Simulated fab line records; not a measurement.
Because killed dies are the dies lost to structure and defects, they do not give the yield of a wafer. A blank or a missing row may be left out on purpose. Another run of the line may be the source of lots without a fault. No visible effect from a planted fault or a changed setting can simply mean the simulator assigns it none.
Chamber matching || flow nandHarc || NHARC_P_GATE_DESCUM_93 on rieDiel-02: 4 sister chambers
The step chemistry O2, time 3 s. 20 wafers are shown with their chamber, then 10 later ones without.

== WAFERS WITH THEIR CHAMBER ==
{"wafer": "L076.2", "chamber": 2, "drypumpMotorCurrentA (A)": 6.0, "oesProductAu (a.u.)": 0.988, "throttleValvePct (%)": 11.318}
{"wafer": "L076.4", "chamber": 3, "drypumpMotorCurrentA (A)": 6.0, "oesProductAu (a.u.)": 1.002, "throttleValvePct (%)": 11.314}
{"wafer": "L076.5", "chamber": 3, "drypumpMotorCurrentA (A)": 5.9, "oesProductAu (a.u.)": 0.999, "throttleValvePct (%)": 11.318}
{"wafer": "L076.1", "chamber": 0, "drypumpMotorCurrentA (A)": 5.6, "oesProductAu (a.u.)": 0.997, "throttleValvePct (%)": 11.321}
{"wafer": "L076.3", "chamber": 1, "drypumpMotorCurrentA (A)": 6.0, "oesProductAu (a.u.)": 1.000, "throttleValvePct (%)": 11.320}
{"wafer": "L076.6", "chamber": 2, "drypumpMotorCurrentA (A)": 6.0, "oesProductAu (a.u.)": 0.992, "throttleValvePct (%)": 11.303}
{"wafer": "L078.1", "chamber": 1, "drypumpMotorCurrentA (A)": 6.0, "oesProductAu (a.u.)": 1.010, "throttleValvePct (%)": 11.321}
{"wafer": "L078.2", "chamber": 2, "drypumpMotorCurrentA (A)": 6.0, "oesProductAu (a.u.)": 0.998, "throttleValvePct (%)": 11.325}
{"wafer": "L078.6", "chamber": 3, "drypumpMotorCurrentA (A)": 6.0, "oesProductAu (a.u.)": 1.004, "throttleValvePct (%)": 11.319}
{"wafer": "L084.3", "chamber": 0, "drypumpMotorCurrentA (A)": 5.6, "oesProductAu (a.u.)": 0.991, "throttleValvePct (%)": 11.306}
{"wafer": "L084.5", "chamber": 0, "drypumpMotorCurrentA (A)": 5.6, "oesProductAu (a.u.)": 0.992, "throttleValvePct (%)": 11.325}
{"wafer": "L084.6", "chamber": 1, "drypumpMotorCurrentA (A)": 6.0, "oesProductAu (a.u.)": 1.003, "throttleValvePct (%)": 11.298}
{"wafer": "L086.4", "chamber": 3, "drypumpMotorCurrentA (A)": 6.0, "oesProductAu (a.u.)": 0.996, "throttleValvePct (%)": 11.310}
{"wafer": "L086.5", "chamber": 0, "drypumpMotorCurrentA (A)": 5.6, "oesProductAu (a.u.)": 0.994, "throttleValvePct (%)": 11.309}
{"wafer": "L086.6", "chamber": 3, "drypumpMotorCurrentA (A)": 6.0, "oesProductAu (a.u.)": 1.004, "throttleValvePct (%)": 11.325}
{"wafer": "L089.3", "chamber": 0, "drypumpMotorCurrentA (A)": 5.6, "oesProductAu (a.u.)": 0.994, "throttleValvePct (%)": 11.320}
{"wafer": "L089.5", "chamber": 0, "drypumpMotorCurrentA (A)": 5.6, "oesProductAu (a.u.)": 0.991, "throttleValvePct (%)": 11.314}
{"wafer": "L089.6", "chamber": 1, "drypumpMotorCurrentA (A)": 6.0, "oesProductAu (a.u.)": 1.013, "throttleValvePct (%)": 11.298}
{"wafer": "L090.3", "chamber": 2, "drypumpMotorCurrentA (A)": 6.1, "oesProductAu (a.u.)": 0.989, "throttleValvePct (%)": 11.303}
{"wafer": "L090.4", "chamber": 0, "drypumpMotorCurrentA (A)": 5.6, "oesProductAu (a.u.)": 0.989, "throttleValvePct (%)": 11.321}

SIGNATURES (averages over the wafers above)
{"reading": "drypumpMotorCurrentA", "chamber 0": 5.600, "chamber 1": 6.000, "chamber 2": 6.025, "chamber 3": 5.980, "scatter within a chamber": 0.0311}
{"reading": "oesProductAu", "chamber 0": 0.99257, "chamber 1": 1.00650, "chamber 2": 0.99175, "chamber 3": 1.00100, "scatter within a chamber": 0.00403}
{"reading": "throttleValvePct", "chamber 0": 11.31657, "chamber 1": 11.30925, "chamber 2": 11.31225, "chamber 3": 11.31720, "scatter within a chamber": 0.00901}
Rule: a wafer's distance from a chamber is the root of the sum, over the readings, of the square of ((its reading less the chamber's mean) divided by the reading's scatter). The wafer belongs to the nearest chamber; if the next one is less than 2 further off, it can't be placed. The scatter: take each reading less its chamber's mean, square it, sum over the shown wafers, divide by the number of wafers less the number of chambers, and take the root.

== WAFERS WITHOUT THEIR CHAMBER ==
{"wafer": "L090.6", "drypumpMotorCurrentA (A)": 6.0, "oesProductAu (a.u.)": 0.984, "throttleValvePct (%)": 11.312}
{"wafer": "L091.1", "drypumpMotorCurrentA (A)": 5.6, "oesProductAu (a.u.)": 0.990, "throttleValvePct (%)": 11.324}
{"wafer": "L091.3", "drypumpMotorCurrentA (A)": 6.1, "oesProductAu (a.u.)": 0.993, "throttleValvePct (%)": 11.311}
{"wafer": "L091.5", "drypumpMotorCurrentA (A)": 5.6, "oesProductAu (a.u.)": 0.995, "throttleValvePct (%)": 11.318}
{"wafer": "L095.4", "drypumpMotorCurrentA (A)": 6.1, "oesProductAu (a.u.)": 1.006, "throttleValvePct (%)": 11.326}
{"wafer": "L095.5", "drypumpMotorCurrentA (A)": 6.0, "oesProductAu (a.u.)": 1.000, "throttleValvePct (%)": 11.321}
{"wafer": "L095.6", "drypumpMotorCurrentA (A)": 6.1, "oesProductAu (a.u.)": 1.012, "throttleValvePct (%)": 11.326}
{"wafer": "L096.2", "drypumpMotorCurrentA (A)": 5.6, "oesProductAu (a.u.)": 1.004, "throttleValvePct (%)": 11.301}
{"wafer": "L096.3", "drypumpMotorCurrentA (A)": 6.0, "oesProductAu (a.u.)": 1.007, "throttleValvePct (%)": 11.317}
{"wafer": "L096.5", "drypumpMotorCurrentA (A)": 6.1, "oesProductAu (a.u.)": 1.006, "throttleValvePct (%)": 11.303}

== WHICH CHAMBER EACH WENT THROUGH ==
{"wafer": "L090.6", "from the rows above": 2, "in truth": 2}
{"wafer": "L091.1", "from the rows above": 0, "in truth": 0}
{"wafer": "L091.3", "from the rows above": "can't be placed: 2 or 3", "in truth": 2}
{"wafer": "L091.5", "from the rows above": 0, "in truth": 0}
{"wafer": "L095.4", "from the rows above": "can't be placed: 1 or 3 or 2", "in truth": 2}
{"wafer": "L095.5", "from the rows above": "can't be placed: 3 or 1 or 2", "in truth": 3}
{"wafer": "L095.6", "from the rows above": "can't be placed: 1 or 3 or 2", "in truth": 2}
{"wafer": "L096.2", "from the rows above": 0, "in truth": 0}
{"wafer": "L096.3", "from the rows above": "can't be placed: 1 or 3", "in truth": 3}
{"wafer": "L096.5", "from the rows above": "can't be placed: 1 or 3 or 2", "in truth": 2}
Placed correctly: 4 of 10. From these rows, 6 cannot be placed; in 6 the true chamber is one of the candidates. 0 placed wrongly.
